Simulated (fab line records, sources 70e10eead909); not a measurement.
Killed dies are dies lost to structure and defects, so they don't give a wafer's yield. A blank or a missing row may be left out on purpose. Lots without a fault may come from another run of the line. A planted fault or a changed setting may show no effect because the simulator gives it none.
fab line records | flow nand_harc
record lots=24 wafers=72 last_day=24
route steps=1159 shown A_STAIRCASE@519
lots that met no fault: from a run of the same line without faults
start_h: hours from the record's first day to the start of the lot's first wafer shown | wait_h: hours since the lot's step before | " the same as in the row above | L1.1+2: a row that stands for several wafers | - no value, or no start given | * or withheld: withheld | < > ~ a bound
route shown NAME@n: a module of which the file shows steps, and the number in the route of the first | usual: mean/standard deviation of fault-free wafers | same: alike in all rows | chamber/n: place in a boat | sites: the reading at each site | _std_site: their standard deviation | _edge_site: outer sites' mean less inner sites' | radius_mm: how far each site lies from the wafer's centre | mask NAME#n: copy n | behind: the tool/chamber that last shaped the wafer | hold: why the lot was held/for how many hours/how that ended | device: the transistor (n, p or np) that didn't switch | end of line: the same wafers' tests at the end of the route | a step without rows: its recipe alone | killed: dies lost to structure and defects at the first sort, not the wafer's yield | map: a wafer's dies, x killed, . not, _ none there
set.NAME: the setting as run; set.NAME@STEP: as run at that earlier step | model.NAME: the simulator's own value behind a step, which no gauge read
steps of the route over a sample of lots; a table a step, a row a wafer
services: from which hour (start_h, from the record's first day; less than 0 if before it) a tool's chamber was out of use, for how many hours, and why
## steps
# step NHARC_A_STAIRCASE_DEP_156
# recipe target_thk_a=500 temp_c=400 target_thk_nm=50 flow_sccm=200 rf_w=450 material=SiNx
# usual heater_power_w=688/130
# columns lot.wafer tool chamber start_h wait_h heater_power_w
L074.1 pecvd-01 1 232.58 0.1 714
L074.3 " 2 " " 853
L074.5 " 0 " " 583
L075.2 pecvd-03 0 236.71 0.1 593
L075.3 " 2 " " 698
L075.6 " 1 " " 810
L076.2 pecvd-01 0 236.77 0.1 665
L076.1 " 1 " " 707
L076.5 " 1 " " 708
L078.2 pecvd-03 0 243.86 0.1 613
L078.6 " 0 " " 596
L078.5 " 1 " " 934
L077.3 pecvd-02 0 244.09 0.2 475
L077.4 " 1 " " 595
L077.5 " 1 " " 610
L080.1 pecvd-03 2 264.72 0.1 637
L080.2 " 0 " " 523
L080.6 " 1 " " 922
L079.1 pecvd-02 0 264.75 0.1 478
L079.4 " 1 " " 604
L079.6 " 0 " " 470
L083.3 pecvd-02 2 276.84 0.1 840
L083.6 " 2 " " 814
L083.4 " 1 " " 577
L082.3 pecvd-01 0 276.95 0.2 635
L082.6 " 1 " " 818
L082.4 " 2 " " 726
L081.1 pecvd-03 0 282.97 0.1 585
L081.3 " 1 " " 936
L081.6 " 1 " " 923
L084.3 pecvd-02 2 293.65 0.1 800
L084.2 " 0 " " 451
L084.6 " 1 " " 641
L085.3 pecvd-01 0 297.25 0.1 611
L085.1 " 2 " " 820
L085.4 " 0 " " 613
L086.2 pecvd-01 0 308.50 0.2 635
L086.5 " 1 " " 678
L086.4 " 2 " " 812
L087.2 pecvd-02 1 308.56 0.1 553
L087.1 " 2 " " 846
L087.3 " 0 " " 480
L088.2 pecvd-01 0 322.33 0.1 646
L088.5 " 0 " " 646
L088.6 " 2 " " 738
L089.1 pecvd-03 0 322.42 0.2 623
L089.5 " 0 " " 615
L089.4 " 2 " " 628
L092.1 pecvd-01 1 327.12 0.1 649
L092.2 " 0 " " 631
L092.4 " 1 " " 652
L090.1 pecvd-02 0 327.28 0.2 451
L090.2 " 1 " " 627
L090.4 " 2 " " 741
L091.3 pecvd-01 2 327.30 0.1 856
L091.1 " 1 " " 765
L091.5 " 0 " " 551
L093.1 pecvd-01 0 337.18 0.1 635
L093.2 " 1 " " 738
L093.3 " 2 " " 803
L094.1 pecvd-01 0 348.25 0.1 661
L094.3 " 2 " " 698
L094.5 " 1 " " 767
L095.2 pecvd-01 1 360.07 0.1 804
L095.5 " 0 " " 612
L095.4 " 1 " " 794
L096.1 pecvd-03 0 360.27 0.1 637
L096.5 " 0 " " 636
L096.4 " 1 " " 938
L097.3 pecvd-03 1 360.41 0.3 806
L097.1 " 2 " " 674
L097.2 " 0 " " 504
# step NHARC_A_STAIRCASE_ETCH_227
# recipe target_depth_a=1000 time_s=40.5 ion_energy_ev=400 c4f8_flow_sccm=20 o2_flow_sccm=10 ar_flow_sccm=withheld rf_w=600 bias_w=1000 chemistry=C4F8/O2
# usual oes_product_au=0.939/0.0087 rf_vpp_V=898/5.2
# columns lot.wafer tool chamber start_h wait_h oes_product_au rf_hours_counter_h rf_vpp_V
L074.3 rie_diel-01 2 - - 0.938 39 891
L074.1 " 3 " " 0.929 40 895
L074.5 " 3 " " 0.933 - 897
L076.2 rie_diel-11 2 - - 0.927 21 906
L076.1 " 0 " " 0.937 21 902
L076.5 " 1 " " 0.922 - 900
L075.2 rie_diel-11 2 - - 0.933 21 906
L075.3 " 3 " " 0.947 21 888
L075.6 " 1 " " 0.924 - 899
L078.2 rie_diel-06 3 - - 0.932 3 901
L078.5 " 3 " " 0.941 - 904
L078.6 " 0 " " 0.939 - 894
L077.4 rie_diel-06 1 - - 0.931 5 902
L077.3 " 2 " " 0.939 5 895
L077.5 " 0 " " 0.922 - 893
L080.1 rie_diel-11 1 - - 0.943 31 897
L080.2 " 2 " " 0.951 31 907
L080.6 " 1 " " 0.940 - 899
L079.4 rie_diel-11 2 - - 0.937 31 906
L079.1 " 3 " " 0.931 31 889
L079.6 " 2 " " 0.941 - 905
L083.4 rie_diel-06 0 - - 0.943 15 894
L083.3 " 2 " " 0.940 15 895
L083.6 " 1 " " 0.950 - 905
L082.4 rie_diel-11 2 - - 0.944 36 905
L082.3 " 3 " " 0.946 35 889
L082.6 " 1 " " 0.946 - 900
L081.1 rie_diel-06 3 - - 0.937 16 902
L081.3 " 0 " " 0.952 18 893
L081.6 " 3 " " 0.944 - 903
L084.2 rie_diel-06 2 - - 0.943 25 894
L084.3 " 3 " " 0.948 23 902
L084.6 " 3 " " 0.946 - 903
L085.1 rie_diel-06 0 - - 0.924 28 894
L085.4 " 1 " " 0.940 26 903
L085.3 " 3 " " 0.936 24 902
L087.2 rie_diel-06 0 - - 0.950 34 894
L087.3 " 1 " " 0.941 33 901
L087.1 " 3 " " 0.941 29 901
L086.4 rie_diel-06 0 - - 0.938 34 893
L086.2 " 1 " " 0.943 33 902
L086.5 " 0 " " 0.939 - 892
L089.1 rie_diel-11 1 - - 0.927 53 897
L089.4 " 3 " " 0.933 54 890
L089.5 " 0 " " 0.932 - 903
L088.2 rie_diel-01 1 - - 0.937 4 906
L088.6 " 1 " " 0.936 - 907
L088.5 " 2 " " 0.941 - 891
L091.1 rie_diel-06 1 - - 0.946 41 902
L091.3 " 3 " " 0.939 36 903
L091.5 " 1 " " 0.954 - 902
L092.2 rie_diel-06 3 - - 0.940 37 902
L092.4 " 1 " " 0.935 42 903
L092.1 " 2 " " 0.949 39 895
L090.1 rie_diel-01 2 - - 0.943 8 892
L090.4 " 3 " " 0.933 7 894
L090.2 " 1 " " 0.948 7 905
L093.1 rie_diel-06 0 - - 0.950 45 893
L093.3 " 1 " " 0.946 44 903
L093.2 " 2 " " 0.950 41 893
L094.1 rie_diel-06 3 - - 0.947 44 901
L094.3 " 0 " " 0.936 50 893
L094.5 " 1 " " 0.934 - 903
L096.1 rie_diel-01 0 - - 0.940 13 901
L096.4 " 1 " " 0.957 18 906
L096.5 " 2 " " 0.958 - 890
L097.2 rie_diel-06 3 - - 0.937 50 902
L097.1 " 0 " " 0.933 54 892
L097.3 " 2 " " 0.941 52 894
L095.4 rie_diel-01 0 - - 0.928 14 901
L095.2 " 1 " " 0.924 18 905
L095.5 " 0 " " 0.929 - 898
# step NHARC_A_STAIRCASE_TRIM_231
# recipe time_s=211.2 o2_flow_sccm=500 ar_flow_sccm=0 bias_w=0 chemistry=O2
# usual drypump_motor_current_A=5.8/0.39 oes_product_au=1.000/0.0075 rf_vpp_V=57.8/0.93 showerhead_plenum_p_Torr=3.56/0.15 throttle_valve_pct=17.036/0.0095
# columns lot.wafer tool chamber start_h wait_h drypump_motor_current_A oes_product_au rf_hours_counter_h rf_vpp_V showerhead_plenum_p_Torr throttle_valve_pct
L074.3 rie_diel-01 1 - - 5.9 0.989 39 55.7 3.31 17.032
L074.1 " 3 " " 5.8 1.014 40 57.3 3.50 17.035
L074.5 " 1 " " 6.0 0.980 - 56.9 3.31 17.056
L076.1 rie_diel-01 0 250.23 0.2 6.4 0.999 41 58.0 3.66 17.027
L076.2 " 1 " " 5.9 0.996 42 59.0 3.31 17.032
L076.5 " 0 " " 6.4 1.000 - 57.9 3.66 17.038
L075.2 rie_diel-06 3 - - 5.4 1.004 0 58.4 3.70 17.022
L075.3 " 0 " " 6.3 0.991 0 56.8 3.47 17.028
L075.6 " 1 " " 5.4 1.000 - 57.3 3.73 17.023
L078.2 rie_diel-06 0 - - 6.3 0.990 4 58.0 3.47 17.036
L078.6 " 3 " " 5.4 0.990 - 58.4 3.70 17.045
L078.5 " 0 " " 6.3 0.992 - 56.7 3.47 17.022
L077.3 rie_diel-01 3 - - 5.7 1.008 43 57.9 3.50 17.025
L077.5 " 1 " " 6.0 0.998 - 57.3 3.31 17.031
L077.4 " 0 " " 6.4 0.998 - 58.4 3.66 17.039
L080.1 rie_diel-11 3 - - 5.7 1.003 30 57.8 3.35 17.026
L080.2 " 2 " " 5.5 0.994 31 58.4 3.79 17.054
L080.6 " 3 " " 5.7 1.004 - 56.8 3.35 17.032
L079.1 rie_diel-01 3 - - 5.8 1.009 51 56.7 3.50 17.037
L079.6 " 3 " " 5.8 1.006 - 57.7 3.50 17.059
L079.4 " 0 " " 6.4 1.013 - 58.5 3.65 17.026
L083.4 rie_diel-06 3 - - 5.4 0.999 14 58.8 3.69 17.048
L083.3 " 0 " " 6.3 0.999 15 57.0 3.46 17.028
L083.6 " 3 " " 5.4 1.000 - 58.3 3.69 17.026
L082.4 rie_diel-11 3 - - 5.7 0.990 35 56.7 3.35 17.054
L082.3 " 0 " " 5.4 1.003 35 58.7 3.69 17.042
L082.6 " 2 " " 5.5 0.999 - 58.6 3.79 17.035
L081.1 rie_diel-11 2 - - 5.5 1.008 38 59.5 3.79 17.051
L081.3 " 3 " " 5.7 1.002 36 57.4 3.35 17.048
L081.6 " 2 " " 5.5 1.008 - 59.6 3.79 17.042
L084.3 rie_diel-06 3 - - 5.4 1.004 24 58.1 3.68 17.039
L084.2 " 2 " " 5.3 0.996 25 57.6 3.48 17.039
L084.6 " 0 " " 6.3 1.004 - 56.8 3.45 17.038
L085.1 rie_diel-01 3 - - 5.8 0.999 65 57.0 3.49 17.036
L085.3 " 1 " " 5.9 1.003 69 59.0 3.29 17.021
L085.4 " 1 " " 6.0 0.987 - 56.1 3.29 17.031
L087.1 rie_diel-06 0 - - 6.3 1.002 34 58.9 3.45 17.027
L087.2 " 1 " " 5.4 1.002 33 59.1 3.71 17.027
L087.3 " 2 " " 5.3 1.005 31 56.8 3.48 17.034
L086.4 rie_diel-11 3 - - 5.8 1.000 47 58.1 3.34 17.039
L086.2 " 1 " " 6.4 0.997 46 56.9 3.58 17.042
L086.5 " 3 " " 5.8 0.996 - 57.3 3.34 17.034
L089.1 rie_diel-11 0 - - 5.5 0.997 54 57.5 3.68 17.057
L089.4 " 1 " " 6.4 0.999 53 58.4 3.58 17.034
L089.5 " 3 " " 5.7 1.000 - 56.2 3.34 17.033
L088.2 rie_diel-01 1 - - 5.9 0.998 5 57.6 3.81 17.027
L088.6 " 0 " " 6.4 0.997 - 58.0 3.64 17.043
L088.5 " 1 " " 5.9 1.007 - 60.1 3.81 17.030
L091.1 rie_diel-06 1 - - 5.5 1.004 41 57.6 3.70 17.019
L091.3 " 3 " " 5.4 1.004 36 58.1 3.68 17.021
L091.5 " 1 " " 5.4 1.001 - 56.0 3.70 17.035
L092.4 rie_diel-06 0 - - 6.3 0.985 43 57.3 3.44 17.051
L092.1 " 1 " " 5.4 0.989 42 59.4 3.70 17.037
L092.2 " 2 " " 5.3 1.000 39 57.4 3.47 17.022
L090.2 rie_diel-11 0 - - 5.4 0.992 57 58.2 3.68 17.027
L090.4 " 2 " " 5.5 0.990 58 59.5 3.77 17.048
L090.1 " 3 " " 5.8 0.995 57 58.0 3.34 17.045
L093.3 rie_diel-01 1 - - 5.9 1.011 10 59.4 3.80 17.047
L093.1 " 2 " " 5.7 1.001 10 57.6 3.39 17.025
L093.2 " 0 " " 6.4 1.013 6 57.0 3.64 17.032
L094.3 rie_diel-06 1 - - 5.4 1.001 49 58.2 3.70 17.034
L094.1 " 0 " " 6.3 1.005 50 56.8 3.44 17.027
L094.5 " 1 " " 5.5 1.011 - 58.1 3.70 17.024
L096.1 rie_diel-06 2 - - 5.2 1.001 52 57.3 3.47 17.040
L096.4 " 1 " " 5.5 1.012 54 58.0 3.69 17.034
L096.5 " 3 " " 5.4 1.003 - 58.4 3.67 17.039
L097.2 rie_diel-06 1 - - 5.4 1.000 54 58.2 3.69 17.041
L097.1 " 2 " " 5.3 0.998 52 58.7 3.47 17.029
L097.3 " 3 " " 5.4 1.002 50 57.4 3.67 17.037
L095.2 rie_diel-01 2 - - 5.7 1.011 20 56.6 3.39 17.026
L095.4 " 3 " " 5.8 1.003 19 57.1 3.48 17.041
L095.5 " 2 " " 5.7 1.016 - 56.0 3.39 17.034
# step NHARC_A_STAIRCASE_ETCH_253
# recipe target_depth_a=500 time_s=20.2 ion_energy_ev=400 c4f8_flow_sccm=20 o2_flow_sccm=10 ar_flow_sccm=withheld rf_w=600 bias_w=1000 chemistry=C4F8/O2
# usual oes_product_au=0.949/0.018 rf_vpp_V=897/5.5
# columns lot.wafer tool chamber start_h wait_h oes_product_au rf_hours_counter_h rf_vpp_V
L074.1 rie_diel-01 1 248.83 0.1 0.947 41 889
L074.3 " 2 " " 0.962 41 891
L074.5 " 0 " " 0.949 - 900
L076.2 rie_diel-11 1 253.19 0.2 0.953 23 899
L076.1 " 2 " " 0.964 22 905
L076.5 " 0 " " 0.946 - 902
L075.3 rie_diel-06 1 253.45 0.1 0.963 1 902
L075.2 " 2 " " 0.949 1 896
L075.6 " 1 " " 0.962 - 904
L078.2 rie_diel-11 2 260.84 0.1 0.977 25 905
L078.5 " 0 " " 0.963 - 902
L078.6 " 1 " " 0.955 - 898
L077.3 rie_diel-11 2 261.98 0.1 0.974 25 906
L077.4 " 3 " " 0.965 25 889
L077.5 " 2 " " 0.963 - 906
L080.1 rie_diel-01 3 279.64 0.1 0.972 52 896
L080.2 " 0 " " 0.966 55 902
L080.6 " 3 " " 0.966 - 894
L079.1 rie_diel-06 0 281.47 0.1 0.927 13 892
L079.4 " 1 " " 0.928 11 902
L079.6 " 0 " " 0.924 - 894
L083.4 rie_diel-11 0 291.09 0.1 0.989 36 903
L083.3 " 3 " " 0.965 35 890
L083.6 " 1 " " 0.971 - 898
L082.3 rie_diel-11 3 292.59 0.1 0.984 36 889
L082.4 " 2 " " 0.980 37 905
L082.6 " 3 " " 0.970 - 890
L081.3 rie_diel-01 0 298.01 0.1 0.931 63 899
L081.1 " 1 " " 0.923 64 887
L081.6 " 1 " " 0.916 - 888
L084.2 rie_diel-06 1 312.51 0.2 0.947 28 901
L084.3 " 2 " " 0.938 27 895
L084.6 " 1 " " 0.954 - 904
L085.1 rie_diel-01 3 313.59 0.3 0.945 66 896
L085.3 " 1 " " 0.942 71 887
L085.4 " 2 " " 0.943 - 890
L087.2 rie_diel-01 2 324.61 0.1 0.972 0 891
L087.1 " 3 " " 0.966 0 894
L087.3 " 1 " " 0.959 0 906
L086.4 rie_diel-06 2 326.10 0.1 0.921 32 895
L086.2 " 3 " " 0.926 30 901
L086.5 " 3 " " 0.917 - 901
L089.4 rie_diel-06 0 338.44 0.1 0.947 41 892
L089.1 " 1 " " 0.970 40 902
L089.5 " 0 " " 0.938 - 893
L088.2 rie_diel-11 2 339.71 0.1 0.975 57 906
L088.5 " 3 " " 0.966 - 890
L088.6 " 0 " " 0.954 - 900
L091.3 rie_diel-06 1 342.16 0.1 0.964 43 903
L091.1 " 3 " " 0.963 37 902
L091.5 " 1 " " 0.964 - 902
L092.4 rie_diel-06 1 343.96 0.2 0.964 43 902
L092.2 " 2 " " 0.955 40 895
L092.1 " 3 " " 0.929 38 902
L090.4 rie_diel-06 3 344.57 0.1 0.941 38 901
L090.1 " 0 " " 0.961 44 893
L090.2 " 1 " " 0.944 43 903
L093.2 rie_diel-01 1 352.17 0.1 0.944 10 906
L093.1 " 2 " " 0.940 11 893
L093.3 " 3 " " 0.936 11 894
L094.1 rie_diel-01 0 365.76 0.1 0.951 11 900
L094.3 " 3 " " 0.946 15 895
L094.5 " 0 " " 0.959 - 901
L096.1 rie_diel-01 1 376.84 0.2 0.925 19 904
L096.4 " 2 " " 0.933 20 890
L096.5 " 0 " " 0.931 - 900
L097.1 rie_diel-01 2 376.86 0.1 0.933 20 891
L097.3 " 3 " " 0.933 20 895
L097.2 " 0 " " 0.938 15 901
L095.2 rie_diel-06 1 377.09 0.1 0.935 56 902
L095.4 " 3 " " 0.920 53 899
L095.5 " 1 " " 0.935 - 902
# step NHARC_A_STAIRCASE_DEP_259
# recipe target_thk_a=300 target_thk_nm=30 temp_c=400 pressure_torr=3.5 flow_sccm=200 rf_w=350 material=SiON
# usual heater_power_w=724/130
# columns lot.wafer tool chamber start_h wait_h heater_power_w
L074.1 pecvd-01 2 251.67 1.6 829
L074.3 " 1 " " 696
L074.5 " 0 " " 630
L076.2 pecvd-03 1 256.03 1.3 837
L076.1 " 0 " " 546
L076.5 " 2 " " 710
L075.3 pecvd-03 1 256.32 1.0 955
L075.2 " 0 " " 613
L075.6 " 0 " " 608
L078.2 pecvd-02 0 263.67 1.2 595
L078.6 " 0 " " 581
L078.5 " 1 " " 657
L077.3 pecvd-02 1 265.22 0.9 670
L077.4 " 1 " " 631
L077.5 " 2 " " 799
L080.2 pecvd-01 1 282.83 1.3 840
L080.1 " 0 " " 609
L080.6 " 2 " " 730
L079.1 pecvd-03 2 284.28 1.6 659
L079.6 " 2 " " 677
L079.4 " 0 " " 628
L083.3 pecvd-01 2 295.53 0.9 898
L083.6 " 2 " " 873
L083.4 " 1 " " 699
L082.3 pecvd-02 0 297.42 1.0 534
L082.6 " 0 " " 541
L082.4 " 1 " " 569
L081.3 pecvd-01 0 303.60 1.0 666
L081.1 " 1 " " 777
L081.6 " 0 " " 653
L084.3 pecvd-03 0 315.28 0.9 653
L084.2 " 2 " " 736
L084.6 " 1 " " 986
L085.3 pecvd-01 2 316.39 1.0 745
L085.1 " 0 " " 632
L085.4 " 1 " " 831
L087.1 pecvd-02 1 327.58 1.5 673
L087.3 " 2 " " 794
L087.2 " 0 " " 562
L086.2 pecvd-02 2 328.93 1.3 806
L086.5 " 2 " " 798
L086.4 " 0 " " 569
L089.1 pecvd-01 1 341.53 1.9 831
L089.5 " 2 " " 818
L089.4 " 0 " " 690
L088.2 pecvd-03 0 342.47 1.3 627
L088.5 " 1 " " 1009
L088.6 " 2 " " 683
L091.3 pecvd-01 2 346.25 1.0 878
L091.1 " 0 " " 658
L091.5 " 1 " " 844
L092.1 pecvd-01 1 349.72 1.6 752
L092.2 " 2 " " 843
L092.4 " 0 " " 583
L090.1 pecvd-03 0 349.85 1.6 569
L090.2 " 1 " " 987
L090.4 " 1 " " 997
L093.3 pecvd-03 1 354.93 0.9 870
L093.2 " 2 " " 726
L093.1 " 0 " " 549
L094.3 pecvd-02 0 369.64 0.9 517
L094.1 " 2 " " 816
L094.5 " 0 " " 528
L097.2 pecvd-03 1 379.59 1.2 949
L097.3 " 2 " " 695
L097.1 " 0 " " 544
L096.1 pecvd-01 0 379.67 1.6 588
L096.4 " 2 " " 765
L096.5 " 1 " " 744
L095.2 pecvd-02 1 381.06 1.2 632
L095.4 " 1 " " 614
L095.5 " 0 " " 594
# step NHARC_A_STAIRCASE_ETCH_453
# recipe target_depth_a=300 overetch_a=30 time_s=16.5 ion_energy_ev=100 cf4_flow_sccm=80 o2_flow_sccm=20 ar_flow_sccm=0 rf_w=300 bias_w=100 chemistry=CF4/O2
# usual drypump_motor_current_A=5.8/0.4 oes_product_au=0.999/0.0073 rf_vpp_V=198.1/1.5 showerhead_plenum_p_Torr=1.35/0.056 throttle_valve_pct=13.398/0.0086
# columns lot.wafer tool chamber start_h wait_h drypump_motor_current_A oes_product_au rf_hours_counter_h rf_vpp_V showerhead_plenum_p_Torr throttle_valve_pct
L074.1 rie_diel-11 2 - - 5.5 1.004 25 201.8 1.44 13.401
L074.3 " 3 " " 5.7 0.999 25 195.7 1.27 13.391
L074.5 " 2 " " 5.5 0.995 - 201.3 1.44 13.407
L076.2 rie_diel-06 1 - - 5.4 1.006 8 198.8 1.41 13.379
L076.1 " 2 " " 5.2 1.000 7 196.2 1.32 13.404
L076.5 " 0 " " 6.3 0.986 - 197.8 1.31 13.401
L075.2 rie_diel-06 3 - - 5.4 0.996 6 198.6 1.40 13.396
L075.3 " 0 " " 6.3 0.992 7 196.2 1.31 13.399
L075.6 " 1 " " 5.4 1.003 - 200.2 1.41 13.408
L078.2 rie_diel-06 0 - - 6.3 0.992 9 196.7 1.31 13.394
L078.6 " 2 " " 5.3 1.001 - 198.6 1.32 13.388
L078.5 " 3 " " 5.3 0.995 - 198.1 1.40 13.411
L077.3 rie_diel-01 1 - - 5.9 0.998 53 195.1 1.25 13.397
L077.4 " 3 " " 5.7 1.004 - 197.0 1.32 13.408
L077.5 " 0 " " 6.4 1.000 - 197.4 1.38 13.404
L080.2 rie_diel-06 2 - - 5.3 1.003 15 197.4 1.32 13.405
L080.1 " 3 " " 5.4 0.996 14 199.2 1.40 13.403
L080.6 " 2 " " 5.2 1.005 - 197.0 1.32 13.389
L079.4 rie_diel-06 3 - - 5.4 1.014 15 197.1 1.40 13.404
L079.1 " 0 " " 6.3 0.996 17 196.7 1.31 13.401
L079.6 " 3 " " 5.4 1.002 - 197.9 1.40 13.394
L083.4 rie_diel-01 0 - - 6.4 1.004 67 198.7 1.38 13.411
L083.3 " 2 " " 5.7 1.009 41 197.4 1.28 13.396
L083.6 " 1 " " 6.0 0.991 - 196.7 1.24 13.393
L082.3 rie_diel-11 3 - - 5.7 0.994 42 196.1 1.26 13.401
L082.4 " 0 " " 5.5 0.987 42 199.0 1.40 13.402
L082.6 " 1 " " 6.4 0.985 - 198.9 1.36 13.389
L081.3 rie_diel-01 3 - - 5.7 1.000 65 198.2 1.32 13.402
L081.1 " 2 " " 5.7 0.995 43 197.2 1.28 13.399
L081.6 " 1 " " 6.0 0.980 - 195.1 1.24 13.405
L084.2 rie_diel-11 1 - - 6.4 0.989 45 198.4 1.36 13.398
L084.3 " 2 " " 5.5 1.002 48 199.2 1.44 13.387
L084.6 " 1 " " 6.4 0.997 - 198.6 1.36 13.377
L085.1 rie_diel-11 0 - - 5.5 0.998 48 199.4 1.40 13.389
L085.3 " 1 " " 6.4 1.000 47 198.8 1.36 13.414
L085.4 " 3 " " 5.7 0.992 49 197.4 1.26 13.405
L087.3 rie_diel-06 3 - - 5.3 0.987 35 199.2 1.39 13.383
L087.2 " 0 " " 6.3 0.996 40 197.8 1.30 13.396
L087.1 " 1 " " 5.4 1.000 39 197.5 1.40 13.409
L086.2 rie_diel-01 1 - - 5.9 0.984 5 201.6 1.44 13.409
L086.4 " 2 " " 5.7 0.999 5 197.9 1.28 13.414
L086.5 " 0 " " 6.4 1.005 - 200.5 1.38 13.386
L089.1 rie_diel-06 0 - - 6.3 0.995 45 195.4 1.30 13.417
L089.4 " 1 " " 5.4 1.004 44 199.6 1.40 13.394
L089.5 " 2 " " 5.3 1.006 - 195.1 1.31 13.404
L088.2 rie_diel-01 1 - - 5.9 0.987 10 199.7 1.44 13.399
L088.5 " 3 " " 5.8 0.996 - 198.1 1.32 13.400
L088.6 " 0 " " 6.4 1.003 - 199.9 1.38 13.388
L091.3 rie_diel-01 2 - - 5.7 1.013 11 196.3 1.28 13.397
L091.1 " 3 " " 5.7 1.001 11 197.0 1.32 13.388
L091.5 " 3 " " 5.8 1.000 - 198.3 1.32 13.396
L092.2 rie_diel-01 0 - - 6.4 1.014 8 198.1 1.38 13.393
L092.1 " 1 " " 5.9 0.998 12 200.9 1.44 13.394
L092.4 " 2 " " 5.7 0.998 12 197.9 1.28 13.409
L090.4 rie_diel-06 3 - - 5.4 1.000 44 200.9 1.39 13.396
L090.2 " 0 " " 6.3 1.000 49 197.8 1.30 13.391
L090.1 " 2 " " 5.3 1.000 46 197.5 1.31 13.416
L093.2 rie_diel-01 0 - - 6.4 1.007 9 198.3 1.38 13.387
L093.3 " 1 " " 5.9 0.998 13 200.9 1.44 13.388
L093.1 " 2 " " 5.7 1.007 14 195.8 1.28 13.395
L094.3 rie_diel-01 3 - - 5.8 0.999 19 197.7 1.32 13.404
L094.1 " 2 " " 5.7 1.000 20 197.6 1.28 13.392
L094.5 " 3 " " 5.8 1.000 - 197.3 1.32 13.400
L097.2 rie_diel-06 0 - - 6.3 0.995 60 196.9 1.30 13.395
L097.3 " 2 " " 5.2 1.004 58 197.8 1.31 13.387
L097.1 " 3 " " 5.4 1.003 57 198.2 1.39 13.397
L096.4 rie_diel-11 2 - - 5.5 1.013 5 200.7 1.43 13.400
L096.1 " 3 " " 5.7 1.008 4 197.6 1.26 13.401
L096.5 " 2 " " 5.5 1.019 - 199.9 1.43 13.391
L095.2 rie_diel-06 3 - - 5.4 0.994 57 198.4 1.39 13.409
L095.5 " 2 " " 5.3 0.999 - 196.9 1.31 13.410
L095.4 " 0 " " 6.3 0.994 - 196.2 1.30 13.381
## services
# columns tool chamber start_h hours kind
pecvd-03 - 217.27 2.7 repair
rie_diel-06 0 221.72 - clean
rie_diel-06 1 221.72 - clean
rie_diel-06 2 221.72 - clean
rie_diel-06 3 221.72 - clean
pecvd-03 2 229.26 5.5 repair
rie_diel-01 3 229.49 2.7 repair
rie_diel-06 0 233.51 3.0 repair
pecvd-02 2 237.16 14.4 repair
pecvd-01 - 237.18 13.0 pm
rie_diel-06 - 241.20 9.0 pm
rie_diel-06 0 241.20 9.0 vent_cycle
rie_diel-06 1 241.20 9.0 vent_cycle
rie_diel-01 3 246.64 8.8 repair
pecvd-01 1 255.98 9.8 repair
rie_diel-06 1 271.27 7.5 repair
pecvd-03 - 292.21 13.0 pm
rie_diel-11 1 295.55 5.4 repair
pecvd-01 2 310.26 4.6 repair
rie_diel-01 0 310.45 24.0 repair
rie_diel-01 - 314.83 9.0 pm
pecvd-02 - 334.03 13.0 pm
rie_diel-11 - 366.50 9.0 pm
rie_diel-11 0 386.54 1.2 repair
## key
fault none
